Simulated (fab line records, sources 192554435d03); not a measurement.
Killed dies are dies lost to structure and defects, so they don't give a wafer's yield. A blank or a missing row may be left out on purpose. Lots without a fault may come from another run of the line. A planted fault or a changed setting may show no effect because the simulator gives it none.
fab line records | flow n5_finfet
record lots=11 wafers=32 last_day=16
route steps=1938 shown BEOL_M11@1578 BEOL_M12@1603 PASSIVATION@1936
lots that met no fault: from a run of the same line without faults
start_h: hours from the record's first day to the start of the lot's first wafer shown | wait_h: hours since the lot's step before | " the same as in the row above | L1.1+2: a row that stands for several wafers | - no value, or no start given | * or withheld: withheld | < > ~ a bound
route shown NAME@n: a module of which the file shows steps, and the number in the route of the first | usual: mean/standard deviation of fault-free wafers | same: alike in all rows | chamber/n: place in a boat | sites: the reading at each site | _std_site: their standard deviation | _edge_site: outer sites' mean less inner sites' | radius_mm: how far each site lies from the wafer's centre | mask NAME#n: copy n | behind: the tool/chamber that last shaped the wafer | hold: why the lot was held/for how many hours/how that ended | device: the transistor (n, p or np) that didn't switch | end of line: the same wafers' tests at the end of the route | a step without rows: its recipe alone | killed: dies lost to structure and defects at the first sort, not the wafer's yield | map: a wafer's dies, x killed, . not, _ none there
set.NAME: the setting as run; set.NAME@STEP: as run at that earlier step | model.NAME: the simulator's own value behind a step, which no gauge read
steps of the route over a sample of lots; a table a step, a row a wafer
services: from which hour (start_h, from the record's first day; less than 0 if before it) a tool's chamber was out of use, for how many hours, and why
## steps
# step N5_BEOL_M11_TRENCH_ETCH_37
# recipe chemistry=C4F6/O2 target_depth_a=1488.3 target=SiCOH_lowk time_s=48 ion_energy_ev=250 pressure_mtorr=30 source_w=345 bias_w=185 Ar_flow_sccm=300 C4F6_flow_sccm=10 O2_flow_sccm=10
# usual bias_w=185.1/0.6 drypump_motor_current_A=5.6/0.4 oes_ar_750_au=0.79/0.077 oes_product_au=0.79/0.08 rf_vpp_V=667/14 showerhead_plenum_p_Torr=2.83/0.1 throttle_valve_pct=20.90/0.26
# columns lot.wafer tool chamber start_h wait_h bias_w drypump_motor_current_A oes_ar_750_au oes_product_au rf_hours_counter_h rf_vpp_V showerhead_plenum_p_Torr throttle_valve_pct
L338.1 rie_diel-04 0 - - 184.8 6.2 0.85 0.83 65 649 2.76 21.06
L338.2 " 3 " " 185.3 5.4 0.82 0.83 54 674 3.03 20.54
L338.5 " 0 " " 183.9 6.3 0.85 0.83 - 650 2.76 21.06
L337.1 rie_diel-04 1 - - 183.7 5.0 0.95 0.95 0 683 2.79 20.67
L337.2 " 3 " " 185.4 5.4 0.83 0.83 54 675 3.03 20.53
L337.3 " 0 " " 185.1 6.3 0.85 0.83 66 651 2.76 21.05
L336.3 rie_diel-05 0 - - 185.3 6.1 0.89 0.89 46 664 2.79 20.54
L336.4 " 2 " " 184.2 5.8 0.74 0.72 - 669 2.85 21.13
L336.6 " 0 " " 184.4 6.1 0.89 0.88 - 666 2.79 20.53
L341.2 rie_diel-04 3 - - 184.6 5.4 0.82 0.82 62 673 3.03 20.55
L341.3 " 0 " " 185.5 6.3 0.84 0.82 74 649 2.75 21.06
L341.4 " 1 " " 185.6 5.0 0.90 0.92 7 683 2.79 20.70
L342.3 rie_diel-03 1 - - 186.2 4.9 0.89 0.89 36 661 2.90 20.86
L342.4 " 0 " " 185.5 5.8 0.69 0.69 206 654 2.93 21.36
L342.6 " 0 " " 185.4 5.8 0.70 0.69 - 655 2.93 21.35
L344.2 rie_diel-05 1 - - 184.0 5.5 0.71 0.72 194 683 2.69 20.55
L344.3 " 2 " " 184.9 5.8 0.72 0.72 169 668 2.84 21.14
L344.6 " 1 " " 184.0 5.5 0.71 0.71 - 683 2.68 20.57
L345.3 rie_diel-05 1 - - 185.9 5.5 0.70 0.71 201 683 2.68 20.55
L345.6 " 1 " " 185.6 5.5 0.70 0.72 - 683 2.68 20.56
L346.2 rie_diel-05 2 - - 185.0 5.8 0.71 0.71 182 669 2.83 21.15
L346.3 " 1 " " 184.6 5.5 0.70 0.71 207 682 2.68 20.57
L346.6 " 1 " " 186.1 5.5 0.70 0.71 - 682 2.68 20.57
L349.1 rie_diel-04 3 - - 184.5 5.4 0.79 0.81 79 674 3.02 20.56
L349.2 " 0 " " 184.7 6.3 0.82 0.81 89 650 2.75 21.10
L349.6 " 3 " " 185.6 5.4 0.80 0.80 - 675 3.02 20.56
L347.1 rie_diel-03 0 - - 184.8 5.8 0.69 0.68 221 653 2.92 21.36
L347.2 " 1 " " 185.7 4.9 0.86 0.88 51 661 2.89 20.87
L347.5 " 3 " " 185.0 5.9 0.82 0.84 - 685 2.90 20.97
L351.1 rie_diel-04 2 - - 185.5 5.0 0.73 0.72 218 655 2.71 20.97
L351.4 " 0 " " 186.7 6.3 0.81 0.81 95 651 2.74 21.11
L351.5 " 1 " " 185.5 5.1 0.86 0.87 - 681 2.78 20.72
# step N5_BEOL_M11_PRE_CLEAN_45
# recipe gas=H2/He time_s=30 temp_c=250
# usual heater_power_w=317/28
# columns lot.wafer tool chamber start_h wait_h heater_power_w
L338.1 pvd_sputter-03 - 248.09 0.0 305
L338.2 " - " " 303
L338.5 " - " " 279
L337.1 pvd_sputter-03 - 248.25 0.0 306
L337.2 " - " " 305
L337.3 " - " " 274
L336.3 pvd_sputter-03 - 250.99 0.0 300
L336.4 " - " " 306
L336.6 " - " " 301
L341.2 pvd_sputter-02 - 273.38 0.0 285
L341.3 " - " " 333
L341.4 " - " " 308
L342.3 pvd_sputter-02 - 283.75 0.0 337
L342.4 " - " " 282
L342.6 " - " " 309
L344.2 pvd_sputter-02 - 292.08 0.0 338
L344.3 " - " " 318
L344.6 " - " " 338
L345.3 pvd_sputter-03 - 306.91 0.0 319
L345.6 " - " " 303
L346.2 pvd_sputter-03 - 324.16 0.0 273
L346.3 " - " " 305
L346.6 " - " " 266
L349.1 pvd_sputter-02 - 325.72 0.0 274
L349.2 " - " " 339
L349.6 " - " " 307
L347.1 pvd_sputter-02 - 325.84 0.0 275
L347.2 " - " " 342
L347.5 " - " " 323
L351.1 pvd_sputter-03 - 339.31 0.0 304
L351.4 " - " " 295
L351.5 " - " " 296
# step N5_BEOL_M12_THK_MEAS_01
# recipe reads=SiOC_of_BEOL_M12_ILD_DEP_00
# usual M12_ILD_THK=658/8.1
# columns lot.wafer tool chamber start_h wait_h M12_ILD_THK[nm]
L338.1 film_metro-01 - 250.22 0.1 653
L338.2 " - " " 654
L338.5 " - " " 676
L337.1 film_metro-02 - 250.78 0.1 650
L337.2 " - " " 651
L337.3 " - " " 660
L336.3 film_metro-02 - 252.86 0.1 663
L336.4 " - " " 667
L336.6 " - " " 658
L341.2 film_metro-01 - 276.08 0.1 656
L341.3 " - " " 649
L341.4 " - " " 659
L342.3 film_metro-01 - 285.79 0.1 656
L342.4 " - " " 658
L342.6 " - " " 665
L344.2 film_metro-02 - 293.98 0.1 651
L344.3 " - " " 649
L344.6 " - " " 654
L345.3 film_metro-01 - 309.04 0.1 654
L345.6 " - " " 668
L346.2 film_metro-02 - 325.92 0.1 645
L346.3 " - " " 642
L346.6 " - " " 660
L349.1 film_metro-02 - 328.28 0.1 654
L349.2 " - " " 657
L349.6 " - " " 669
L347.1 film_metro-02 - 328.64 0.1 650
L347.2 " - " " 637
L347.5 " - " " 656
L351.1 film_metro-01 - 341.88 0.1 650
L351.4 " - " " 660
L351.5 " - " " 668
# step N5_BEOL_M12_COAT_58
# recipe resist=BARC temp_c=205 time_s=60 spin_rpm=1500 resist_thk_nm=89
# usual spin_speed_rpm=1500.0/1
# columns lot.wafer tool chamber start_h wait_h spin_speed_rpm
L338.1 litho_track-01 0 250.25 0.0 1501.2
L338.2 " 0 " " 1500.8
L338.5 " 0 " " 1500.7
L337.1 litho_track-01 0 250.82 0.0 1499.8
L337.2 " 0 " " 1499.2
L337.3 " 0 " " 1501.0
L336.3 litho_track-01 0 252.89 0.0 1500.7
L336.4 " 0 " " 1501.6
L336.6 " 0 " " 1501.1
L341.2 litho_track-01 0 276.11 0.0 1497.7
L341.3 " 0 " " 1500.4
L341.4 " 0 " " 1498.6
L342.3 litho_track-05 0 285.82 0.0 1500.5
L342.4 " 0 " " 1499.9
L342.6 " 0 " " 1501.1
L344.2 litho_track-05 0 294.01 0.0 1501.7
L344.3 " 0 " " 1500.3
L344.6 " 0 " " 1500.1
L345.3 litho_track-01 0 309.07 0.0 1501.1
L345.6 " 0 " " 1501.0
L346.2 litho_track-01 0 325.95 0.0 1546.2
L346.3 " 0 " " 1544.6
L346.6 " 0 " " 1545.8
L349.1 litho_track-04 0 328.31 0.0 1501.2
L349.2 " 0 " " 1502.2
L349.6 " 0 " " 1501.3
L347.1 litho_track-01 0 328.67 0.0 1544.2
L347.2 " 0 " " 1544.8
L347.5 " 0 " " 1545.0
L351.1 litho_track-05 0 341.91 0.0 1499.4
L351.4 " 0 " " 1498.9
L351.5 " 0 " " 1501.7
# step N5_BEOL_M12_STRIP_64
# recipe chemistry=N2/H2 power_w=1000 temp_c=250 h2_frac=0.65 overash_fraction=0.3 pressure_mtorr=withheld n2_flow_sccm=1750 h2_flow_sccm=3250
# usual drypump_motor_current_A=5.6/0.46 heater_power_w=355/39 oes_product_au=0.715/0.0047 strip_time_to_endpoint_s=31.31/0.073
# columns lot.wafer tool chamber start_h wait_h drypump_motor_current_A heater_power_w oes_product_au rf_hours_counter_h strip_time_to_endpoint_s
L338.1 plasma_asher-01 1 251.36 0.0 4.9 355 0.711 70 31.45
L338.2 " 0 " " 6.1 323 0.718 70 31.56
L338.5 " 1 " " 4.9 341 0.722 - 31.49
L337.1 plasma_asher-02 1 251.68 0.0 5.4 419 0.711 127 31.29
L337.2 " 0 " " 6.0 338 0.714 127 31.30
L337.3 " 0 " " 6.0 327 0.715 - 31.34
L336.3 plasma_asher-01 0 253.62 0.0 6.0 325 0.712 - 31.25
L336.4 " 1 " " 4.9 350 0.716 - 31.24
L336.6 " 1 " " 4.9 334 0.712 - 31.23
L341.2 plasma_asher-02 0 276.94 0.0 6.0 331 0.718 133 31.39
L341.3 " 0 " " 6.0 330 0.723 - 31.38
L341.4 " 1 " " 5.4 423 0.712 - 31.28
L342.3 plasma_asher-02 1 286.67 0.0 5.4 411 0.708 - 31.30
L342.4 " 0 " " 6.0 335 0.712 - 31.39
L342.6 " 0 " " 6.0 328 0.706 - 31.27
L344.2 plasma_asher-02 0 294.72 0.0 6.0 320 0.713 136 31.30
L344.3 " 1 " " 5.4 425 0.715 - 31.31
L344.6 " 1 " " 5.4 417 0.720 - 31.28
L345.3 plasma_asher-02 0 309.92 0.0 6.0 329 0.721 - 31.28
L345.6 " 1 " " 5.4 418 0.718 - 31.31
L346.2 plasma_asher-02 1 326.76 0.0 5.4 434 0.714 143 30.92
L346.3 " 0 " " 6.0 335 0.715 - 30.92
L346.6 " 0 " " 6.0 322 0.716 - 30.95
L349.1 plasma_asher-02 1 329.02 0.0 5.4 425 0.712 143 31.24
L349.2 " 0 " " 6.0 334 0.714 143 31.11
L349.6 " 0 " " 6.0 336 0.717 - 31.24
L347.1 plasma_asher-01 0 329.38 0.0 6.0 326 0.720 85 30.90
L347.2 " 1 " " 4.9 349 0.708 85 31.00
L347.5 " 1 " " 4.9 344 0.719 - 30.95
L351.1 plasma_asher-01 1 342.62 0.0 4.9 343 0.725 88 31.29
L351.4 " 1 " " 4.9 342 0.717 - 31.32
L351.5 " 0 " " 6.0 314 0.722 - 31.30
# step N5_PASSIVATION_PROBE_49
# usual defect_limited_yield=91.2/1.3 killed_at_M0_to_M3=34/10 killed_at_M4_up=13/4.6 killed_at_contacts=13/5.5 killed_at_front_end=41/12 killed_at_other=2.8/2.4 killed_dies=104/16 killed_open=67/12 killed_short=33/7.2 sort_bin_5_function=5.1/0.86 sort_bin_6_memory=3.3/0.62 sort_bin_8_speed=0.00/0.014 sort_n_pass=1076/16
# same gross_dies=1180 killed_at_back_side=0 sort_bin_4_leakage[%]=0
# columns lot.wafer tool chamber start_h wait_h defect_limited_yield[%] killed_at_M0_to_M3 killed_at_M4_up killed_at_contacts killed_at_front_end killed_at_other killed_dies killed_open killed_short sort_bin_5_function[%] sort_bin_6_memory[%] sort_bin_8_speed[%] sort_n_pass
L338.1 prober-02 - 301.86 0.0 91.7 32 9 25 31 1 98 61 31 4.6 3.3 0 1082
L338.2 prober-02 - 301.91 0.1 92.6 30 7 14 36 0 87 56 26 4.2 2.9 0 1093
L338.5 prober-02 - 302.06 0.2 92.6 21 14 19 25 8 87 60 26 4.2 3.1 0 1093
L341.2 prober-01 - 322.53 0.1 92.5 16 20 12 38 2 88 59 23 3.7 3.2 0 1092
L341.3 prober-01 - 322.58 0.1 90.0 45 12 30 28 3 118 74 36 6.1 3.1 0 1062
L341.4 prober-01 - 322.63 0.2 93.5 19 11 5 39 3 77 51 25 4.3 1.9 0 1103
L345.3 prober-01 - 360.57 1.0 91.9 42 9 20 24 0 95 66 28 4.8 3.1 0 1085
L345.6 prober-01 - 360.72 1.2 93.7 31 8 13 21 1 74 52 21 4.0 2.0 0 1106
# killed by level:class
L338.1 MOL_CONTACT_COAG:geometric_particle:open=16 STI_FIN_REVEAL:geometric_particle:open=9 MOL_CONTACT_COAG:geometric_particle:short=8 BEOL_M3:geometric_particle:open=7 BEOL_M2:geometric_particle:open=6 FIN_SAQP:geometric_particle:short=5 STI_FIN_REVEAL:geometric_particle:short=4 BEOL_M0_SAQP:geometric_particle:open=4
L338.2 MOL_CONTACT_COAG:geometric_particle:open=11 BEOL_M3:geometric_particle:open=11 GATE_CUT:geometric_particle:short=8 FIN_SAQP:geometric_particle:short=7 BEOL_M0_SAQP:geometric_particle:open=6 DUMMY_GATE:geometric_particle:open=5 STI_FIN_REVEAL:geometric_particle:open=4 FIN_SAQP:geometric_particle:open=3
L338.5 MOL_CONTACT_COAG:geometric_particle:open=18 FIN_SAQP:geometric_particle:short=6 BEOL_M0_SAQP:geometric_particle:short=5 BEOL_M2:geometric_particle:open=5 STI_FIN_REVEAL:geometric_particle:open=4 DUMMY_GATE:geometric_particle:open=4 BEOL_M0_SAQP:geometric_particle:open=4 BEOL_M4:geometric_particle:open=4
L341.2 FIN_SAQP:geometric_particle:open=14 MOL_CONTACT_COAG:geometric_particle:open=11 BEOL_M4:geometric_particle:open=9 BEOL_M3:geometric_particle:open=7 FIN_SAQP:geometric_particle:short=6 STI_FIN_REVEAL:geometric_particle:open=4 DUMMY_GATE:geometric_particle:open=4 BEOL_M1:geometric_particle:short=4
L341.3 MOL_CONTACT_COAG:geometric_particle:open=22 BEOL_M3:geometric_particle:open=15 BEOL_M0_SAQP:geometric_particle:short=10 MOL_CONTACT_COAG:geometric_particle:short=7 BEOL_M2:geometric_particle:open=6 BEOL_M0_SAQP:geometric_particle:open=5 FIN_SAQP:geometric_particle:open=4 BEOL_M1:geometric_particle:open=4
L341.4 FIN_SAQP:geometric_particle:open=11 STI_FIN_REVEAL:geometric_particle:open=6 BEOL_M1:geometric_particle:open=6 BEOL_M4:geometric_particle:open=6 DUMMY_GATE:geometric_particle:open=5 MOL_CONTACT_COAG:geometric_particle:open=5 BEOL_M0_SAQP:geometric_particle:open=4 FIN_SAQP:geometric_particle:short=3
L345.3 MOL_CONTACT_COAG:geometric_particle:open=16 FIN_SAQP:geometric_particle:open=8 BEOL_M0_SAQP:geometric_particle:open=8 BEOL_M1:geometric_particle:open=8 BEOL_M0_SAQP:geometric_particle:short=7 STARTING-WAFER:geometric_particle:open=5 MOL_CONTACT_COAG:geometric_particle:short=4 BEOL_M1:geometric_particle:short=4
L345.6 MOL_CONTACT_COAG:geometric_particle:open=12 BEOL_M2:geometric_particle:open=10 STI_FIN_REVEAL:geometric_particle:open=7 BEOL_M3:geometric_particle:open=5 BEOL_M0_SAQP:geometric_particle:short=4 BEOL_M0_SAQP:geometric_particle:open=3 BEOL_M3:geometric_particle:short=3 BEOL_M4:geometric_particle:open=3
## services
# columns tool chamber start_h hours kind
rie_diel-04 1 231.91 - clean
rie_diel-04 1 231.91 - consumable_replace:focus_ring
rie_diel-04 1 231.91 14.9 scheduled_down
rie_diel-04 1 231.91 14.9 vent_cycle
rie_diel-05 - 243.98 0.4 repair
rie_diel-05 1 248.26 8.4 repair
rie_diel-05 - 265.91 4.3 pm
rie_diel-05 - 283.06 1.3 repair
rie_diel-03 2 284.87 - clean
rie_diel-03 2 284.87 - consumable_replace:focus_ring
rie_diel-03 2 284.87 - consumable_replace:showerhead
rie_diel-03 2 284.87 22.5 scheduled_down
rie_diel-03 2 284.87 22.5 vent_cycle
rie_diel-04 2 310.40 11.5 repair
## key
first_sign step=N5_BEOL_M12_COAT_58 reading=spin_speed_rpm direction=up sigmas=43 usual=* struck=*
effect step=N5_BEOL_M12_STRIP_64 reading=strip_time_to_endpoint_s direction=down sigmas=5.1 usual=* struck=*
met_at N5_BEOL_M12_COAT_58
struck_lots L346,L347
not_acting_at N5_BEOL_M11_TRENCH_ETCH_37,N5_BEOL_M11_PRE_CLEAN_45,N5_BEOL_M12_THK_MEAS_01
onset_between 309.07 325.95
fault kind=process_parameter_drift tool=litho_track-01 chamber=- onset_h=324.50 steps=N5_BEOL_M12_COAT_58 channel=spin_rpm offset=* shape=step end_h=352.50 acts_in=* stated=*
